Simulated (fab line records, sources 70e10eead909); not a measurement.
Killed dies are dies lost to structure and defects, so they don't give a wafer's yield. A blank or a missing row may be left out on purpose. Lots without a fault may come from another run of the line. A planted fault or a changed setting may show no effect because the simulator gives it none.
Chamber matching | flow nand_harc | NHARC_P_ZERO_WELL_DESCUM_39 on rie_diel-01: 4 sister chambers
The step chemistry O2, time 3 s. 18 wafers are shown with their chamber, then 9 later ones without.

WAFERS WITH THEIR CHAMBER
wafer  | chamber | oes_product_au (a.u.) | throttle_valve_pct (%) | rf_vpp_V (V)
L074.2 | 1       | 0.999                 | 11.312                 | 58.7
L074.4 | 0       | 0.997                 | 11.323                 | 56.8
L074.5 | 2       | 0.997                 | 11.311                 | 58.7
L081.2 | 3       | 0.994                 | 11.318                 | 56.9
L081.3 | 2       | 0.986                 | 11.309                 | 58.0
L081.5 | 2       | 0.986                 | 11.310                 | 56.9
L083.1 | 1       | 1.002                 | 11.314                 | 58.8
L083.2 | 3       | 0.995                 | 11.312                 | 58.1
L083.3 | 0       | 0.996                 | 11.307                 | 57.4
L084.1 | 3       | 0.991                 | 11.317                 | 59.6
L084.2 | 0       | 1.005                 | 11.299                 | 57.6
L084.3 | 1       | 1.008                 | 11.305                 | 57.5
L086.1 | 0       | 1.000                 | 11.306                 | 58.7
L086.3 | 3       | 0.989                 | 11.311                 | 58.1
L086.6 | 2       | 0.994                 | 11.314                 | 58.7
L090.2 | 0       | 0.992                 | 11.310                 | 56.5
L090.3 | 2       | 0.995                 | 11.315                 | 56.6
L090.4 | 0       | 1.001                 | 11.301                 | 58.3

SIGNATURES (means of the wafers above)
reading            | chamber 0 | chamber 1 | chamber 2 | chamber 3 | scatter within a chamber
oes_product_au     | 0.99850   | 1.00300   | 0.99160   | 0.99225   | 0.00444
throttle_valve_pct | 11.30767  | 11.31033  | 11.31180  | 11.31450  | 0.00581
rf_vpp_V           | 57.550    | 58.333    | 57.780    | 58.175    | 0.933
Rule: a wafer's distance from a chamber is the root of the sum, over the readings, of the square of ((its reading less the chamber's mean) divided by the reading's scatter). The wafer belongs to the nearest chamber; if the next one is less than 2 further off, it can't be placed. The scatter: the root of (the sum of the squares of (reading less its chamber's mean) over the shown wafers, divided by (wafers less chambers)).

WAFERS WITHOUT THEIR CHAMBER
wafer  | oes_product_au (a.u.) | throttle_valve_pct (%) | rf_vpp_V (V)
L092.1 | 0.999                 | 11.303                 | 56.7
L092.3 | 0.994                 | 11.320                 | 57.4
L092.5 | 0.995                 | 11.318                 | 57.7
L093.3 | 0.979                 | 11.294                 | 57.3
L093.5 | 0.996                 | 11.318                 | 57.9
L093.6 | 1.001                 | 11.297                 | 59.3
L096.1 | 0.988                 | 11.298                 | 60.2
L096.3 | 1.028                 | 11.305                 | 58.7
L096.4 | 1.013                 | 11.313                 | 56.3

WHICH CHAMBER EACH WENT THROUGH
wafer  | from the rows above               | in truth
L092.1 | can't be placed: 0 or 1 or 2 or 3 | 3
L092.3 | can't be placed: 3 or 2 or 0 or 1 | 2
L092.5 | can't be placed: 3 or 2 or 0 or 1 | 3
L093.3 | can't be placed: 2 or 3 or 0 or 1 | 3
L093.5 | can't be placed: 3 or 2 or 0 or 1 | 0
L093.6 | can't be placed: 1 or 0 or 2 or 3 | 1
L096.1 | can't be placed: 2 or 3 or 0 or 1 | 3
L096.3 | can't be placed: 1 or 0           | 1
L096.4 | can't be placed: 1 or 0 or 2 or 3 | 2
Placed correctly: 0 of 9. Can't be placed from these rows: 9 (the true chamber is among the candidates in 9). Placed wrongly: 0.
